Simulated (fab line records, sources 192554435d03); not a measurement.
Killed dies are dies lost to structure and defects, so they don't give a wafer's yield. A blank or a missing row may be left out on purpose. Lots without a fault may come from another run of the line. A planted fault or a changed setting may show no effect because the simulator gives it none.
Which tool did it? | flow n5_finfet | 10 lots, 30 wafers sampled, at 6 steps of a route of 1938

WHAT THE GAUGES READ, wafer by wafer
N5_BEOL_M2_THK_MEAS_01. Usual: M2_ILD_THK 78.9 nm, standard deviation 1.
lot  | measured     | on            | M2_ILD_THK (nm)  | flag
L745 | day 6 10:29  | film_metro-01 | 81.5 80.9 80.7   |
L746 | day 6 17:44  | film_metro-02 | 78.6 78.9 79.0   |
L747 | day 7 02:44  | film_metro-01 | 78.6 77.8 78.7   |
L750 | day 8 13:59  | film_metro-01 | 78.0 79.7 78.6   |
L752 | day 8 21:38  | film_metro-01 | 105.6 79.3 107.1 | OFF
L751 | day 9 00:34  | film_metro-02 | 104.3 104.9 78.7 | OFF
L754 | day 9 04:28  | film_metro-02 | 78.5 78.8 79.6   |
L762 | day 11 05:01 | film_metro-02 | 78.9 80.0 80.3   |
L765 | day 11 22:40 | film_metro-01 | 79.2 79.5 80.4   |
L766 | day 12 06:25 | film_metro-01 | 78.7 78.3 79.1   |

N5_BEOL_M4_RC_MEAS_101. Usual: DIBL_N 36.0 mV/V, standard deviation 1.9; DIBL_P 36.0 mV/V, standard deviation 2.1; IOFF_N 0.155 nA/um, standard deviation 0.029; IOFF_P 0.20 nA/um, standard deviation 0.032; ION_N 672 uA/um, standard deviation 11; ION_P 461 uA/um, standard deviation 6.9; SS_N 71.5 mV/dec, standard deviation 0.58; SS_P 73.2 mV/dec, standard deviation 0.64; VT_N 250.4 mV, standard deviation 2.9; VT_P -251.0 mV, standard deviation 2.8.
lot  | measured     | on        | DIBL_N (mV/V)  | DIBL_P (mV/V)  | IOFF_N (nA/um)    | IOFF_P (nA/um) | ION_N (uA/um) | ION_P (uA/um) | SS_N (mV/dec)  | SS_P (mV/dec)  | VT_N (mV)         | VT_P (mV)            | flag
L745 | day 8 12:22  | prober-02 | 34.5 35.0 35.1 | 33.8 35.0 34.7 | 0.124 0.131 0.136 | 0.16 0.17 0.16 | 676 659 661   | 455 446 451   | 70.4 71.1 70.7 | 72.2 72.5 72.9 | 254.2 253.3 251.9 | -256.0 -252.8 -257.8 |
L746 | day 8 17:25  | prober-02 | 36.5 34.5 34.4 | 35.3 33.6 33.3 | 0.129 0.114 0.112 | 0.19 0.18 0.17 | 654 672 666   | 452 470 462   | 71.4 71.0 70.8 | 73.9 72.9 72.3 | 254.5 254.6 254.9 | -251.4 -251.4 -253.8 |
L747 | day 8 19:13  | prober-01 | 34.9 35.2 36.4 | 34.6 35.3 35.9 | 0.145 0.160 0.168 | 0.22 0.22 0.22 | 661 670 669   | 457 462 460   | 71.4 71.6 72.3 | 72.4 73.1 72.6 | 249.4 245.6 247.4 | -248.6 -248.3 -250.0 |
L750 | day 9 22:37  | prober-02 | 40.6 39.2 41.7 | 39.6 39.2 41.4 | 0.218 0.194 0.236 | 0.27 0.25 0.30 | 676 686 678   | 465 466 467   | 72.8 72.2 72.6 | 74.5 74.2 74.4 | 248.8 246.9 246.5 | -248.0 -246.9 -246.9 |
L752 | day 10 08:02 | prober-02 | 36.1           | 36.5           | 0.157             | 0.22           | 675           | 459           | 71.7           | 74.0           | 251.4             | -250.4               |
L751 | day 10 05:42 | prober-01 | 38.5           | 36.5           | 0.182             | 0.20           | 675           | 454           | 71.5           | 73.5           | 249.8             | -251.3               |
L754 | day 11 00:58 | prober-01 | 36.0 35.7 34.6 | 37.2 36.8 35.8 | 0.153 0.155 0.135 | 0.21 0.22 0.20 | 688 672 665   | 469 467 466   | 70.9 71.1 71.5 | 74.1 73.8 73.6 | 249.2 250.3 251.7 | -248.9 -250.4 -249.1 |
L762 | day 12 21:11 | prober-01 | 35.9 37.4 35.4 | 37.6 38.4 37.0 | 0.158 0.185 0.133 | 0.19 0.20 0.17 | 682 674 658   | 463 457 456   | 71.7 71.9 71.7 | 73.3 74.1 73.5 | 251.3 250.6 255.4 | -253.3 -255.3 -255.4 |
L765 | day 13 15:59 | prober-02 | 38.0 36.2 38.5 | 36.8 35.3 37.9 | 0.169 0.148 0.187 | 0.22 0.20 0.23 | 676 673 679   | 469 462 460   | 72.0 70.9 71.9 | 73.9 73.6 74.0 | 249.1 250.4 246.4 | -247.3 -249.4 -247.4 |
L766 | day 14 00:02 | prober-02 | 33.6 32.7 34.6 | 33.1 32.2 33.9 | 0.130 0.124 0.132 | 0.18 0.17 0.19 | 675 673 656   | 467 464 457   | 71.5 70.7 70.9 | 72.1 72.4 72.7 | 250.5 255.6 253.0 | -250.3 -251.7 -251.1 |

WHICH TOOL RAN EACH LOT (tool, then ch and the chambers of the sampled wafers, then the start)
lot  | N5_BEOL_M1_SPUTTER_90        | N5_BEOL_M1_SPUTTER_96        | N5_BEOL_M1_CMP_52             | N5_BEOL_M2_ILD_DEP_00
L745 | pvd_sputter-03, day 6 08:34  | pvd_sputter-03, day 6 09:14  | cmp-04 ch 0,1, day 6 09:50    | pecvd-01 ch 0,1,2, day 6 10:26
L746 | pvd_sputter-01, day 6 15:53  | pvd_sputter-01, day 6 16:33  | cmp-04 ch 1,2,3, day 6 17:07  | pecvd-04 ch 1,2, day 6 17:40
L747 | pvd_sputter-01, day 7 00:51  | pvd_sputter-01, day 7 01:31  | cmp-04 ch 1,2,3, day 7 02:02  | pecvd-01 ch 0,1,2, day 7 02:40
L750 | pvd_sputter-02, day 8 12:08  | pvd_sputter-02, day 8 12:48  | cmp-04 ch 0,1,3, day 8 13:23  | pecvd-04 ch 0,1,2, day 8 13:55
L752 | pvd_sputter-02, day 8 19:31  | pvd_sputter-02, day 8 20:11  | cmp-02 ch 0,1,2, day 8 20:56  | pecvd-04 ch 0,2, day 8 21:34
L751 | pvd_sputter-02, day 8 22:26  | pvd_sputter-02, day 8 23:06  | cmp-04 ch 1,2, day 8 23:52    | pecvd-04 ch 0,1,2, day 9 00:29
L754 | pvd_sputter-03, day 9 02:34  | pvd_sputter-03, day 9 03:14  | cmp-02 ch 0,1,3, day 9 03:44  | pecvd-03 ch 0,2, day 9 04:23
L762 | pvd_sputter-02, day 11 02:55 | pvd_sputter-02, day 11 03:34 | cmp-01 ch 0,1,3, day 11 04:20 | pecvd-01 ch 0,1,2, day 11 04:56
L765 | pvd_sputter-01, day 11 20:49 | pvd_sputter-01, day 11 21:29 | cmp-02 ch 0,2,3, day 11 22:03 | pecvd-01 ch 0,2, day 11 22:35
L766 | pvd_sputter-03, day 12 04:24 | pvd_sputter-03, day 12 05:04 | cmp-04 ch 1,2,3, day 12 05:46 | pecvd-01 ch 1,2, day 12 06:21
- N5_BEOL_M1_SPUTTER_90: material Cu, target thk 4.5 nm, time 8.29 s.
- N5_BEOL_M1_SPUTTER_96: material Cu, target thk 4.5 nm, time 8.29 s.
- N5_BEOL_M1_CMP_52: polishes, stops on SiOC, t overpolish 6.8 s, target thk 40 nm.
- N5_BEOL_M2_ILD_DEP_00: deposits SiOC from DEMS/O2, target thk 79 nm, time 15.3 s.

WHAT THE TOOLS THEMSELVES READ (means of the sampled wafers that have a number; where no wafer has one, the mark that the record gives instead)
N5_BEOL_M1_SPUTTER_90. Usual: throttle_valve_pct 29.6 %, standard deviation 1.2.
lot  | tool           | throttle_valve_pct (%) | flag
L745 | pvd_sputter-03 | 29.6                   |
L746 | pvd_sputter-01 | 28.5                   |
L747 | pvd_sputter-01 | 29.1                   |
L750 | pvd_sputter-02 | 30.3                   |
L752 | pvd_sputter-02 | 29.4                   |
L751 | pvd_sputter-02 | 30.2                   |
L754 | pvd_sputter-03 | 29.6                   |
L762 | pvd_sputter-02 | 30.3                   |
L765 | pvd_sputter-01 | 29.0                   |
L766 | pvd_sputter-03 | 29.7                   |

N5_BEOL_M1_SPUTTER_96. Usual: throttle_valve_pct 29.6 %, standard deviation 1.2.
lot  | tool           | throttle_valve_pct (%) | flag
L745 | pvd_sputter-03 | 29.8                   |
L746 | pvd_sputter-01 | 28.5                   |
L747 | pvd_sputter-01 | 29.1                   |
L750 | pvd_sputter-02 | 30.4                   |
L752 | pvd_sputter-02 | 29.3                   |
L751 | pvd_sputter-02 | 29.9                   |
L754 | pvd_sputter-03 | 29.4                   |
L762 | pvd_sputter-02 | 30.4                   |
L765 | pvd_sputter-01 | 29.0                   |
L766 | pvd_sputter-03 | 29.7                   |

N5_BEOL_M1_CMP_52. Usual: barrier_field_endpoint_s 24.9 s, standard deviation 0.69; edge_zone_pressure_frac 1.000, standard deviation 0.0044; motor_current_A 5.8 A, standard deviation 0.78; overpolish_run_s 6.800 s, standard deviation 0.0093; time_to_endpoint_s 64 s, standard deviation 3.6.
lot  | tool   | barrier_field_endpoint_s (s) | edge_zone_pressure_frac | motor_current_A (A) | overpolish_run_s (s) | time_to_endpoint_s (s) | flag
L745 | cmp-04 | 25.2                         | 1.001                   | 5.3                 | 6.802                | 66                     |
L746 | cmp-04 | 25.4                         | 0.998                   | 5.4                 | 6.797                | 66                     |
L747 | cmp-04 | 25.8                         | 1.001                   | 5.7                 | 6.800                | 70                     |
L750 | cmp-04 | 25.4                         | 0.998                   | 5.7                 | 6.792                | 64                     |
L752 | cmp-02 | 24.9                         | 0.998                   | 5.6                 | 6.785                | 65                     |
L751 | cmp-04 | 25.2                         | 0.998                   | 5.3                 | 6.796                | 65                     |
L754 | cmp-02 | 24.8                         | 1.000                   | 5.4                 | 6.802                | 63                     |
L762 | cmp-01 | 24.5                         | 0.999                   | 6.6                 | 6.798                | 66                     |
L765 | cmp-02 | 25.1                         | 1.001                   | 5.3                 | 6.796                | 65                     |
L766 | cmp-04 | 24.9                         | 0.999                   | 5.7                 | 6.797                | 64                     |

N5_BEOL_M2_ILD_DEP_00. Usual: heater_power_w 496 W, standard deviation 91; showerhead_plenum_p_Torr 5.697 Torr, standard deviation 0.015; throttle_valve_pct 11.7 %, standard deviation 0.52.
lot  | tool     | heater_power_w (W) | showerhead_plenum_p_Torr (Torr) | throttle_valve_pct (%) | flag
L745 | pecvd-01 | 565                | 5.696                           | 12.0                   |
L746 | pecvd-04 | 445                | 5.695                           | 11.8                   |
L747 | pecvd-01 | 571                | 5.689                           | 11.7                   |
L750 | pecvd-04 | 449                | 5.683                           | 11.8                   |
L752 | pecvd-04 | 449                | 5.691                           | 11.8                   |
L751 | pecvd-04 | 413                | 5.689                           | 11.9                   |
L754 | pecvd-03 | 581                | 5.712                           | 11.2                   |
L762 | pecvd-01 | 544                | 5.692                           | 11.5                   |
L765 | pecvd-01 | 566                | 5.698                           | 11.1                   |
L766 | pecvd-01 | 584                | 5.680                           | 11.4                   |

THE ANSWER, worked out from the rows above alone
Rule: a lot is off if the mean of its wafers that have a number lies more than 3 standard deviations from the usual mean. A lot without any number at a reading at which 4 lots or more have one is off too. The other lots that the step has rows for count as sound. The gauges are gone through in route order, then the tools' own readings, and for those a lot's mean is taken as printed above. The first step at which some lot is off is used, and at that step the reading that is off furthest; a lot without a number counts as furthest.
Off: L752, L751, at N5_BEOL_M2_THK_MEAS_01 (M2_ILD_THK).
A tool fits if, at a process step before that reading, it ran every lot that is off, and no sound lot after the first of them. The gauges at N5_BEOL_M2_THK_MEAS_01 are tried like those tools. One fits: pecvd-04 at N5_BEOL_M2_ILD_DEP_00. Its last sound lot is L750 (day 8 13:55), its first lot that is off L752 (day 8 21:34): a fault that began between those two fits.

WHAT THE SIMULATOR HAD PUT IN
Process parameter drift: pecvd-04, from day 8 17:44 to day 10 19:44, at N5_BEOL_M2_ILD_DEP_00. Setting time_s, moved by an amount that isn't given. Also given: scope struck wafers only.
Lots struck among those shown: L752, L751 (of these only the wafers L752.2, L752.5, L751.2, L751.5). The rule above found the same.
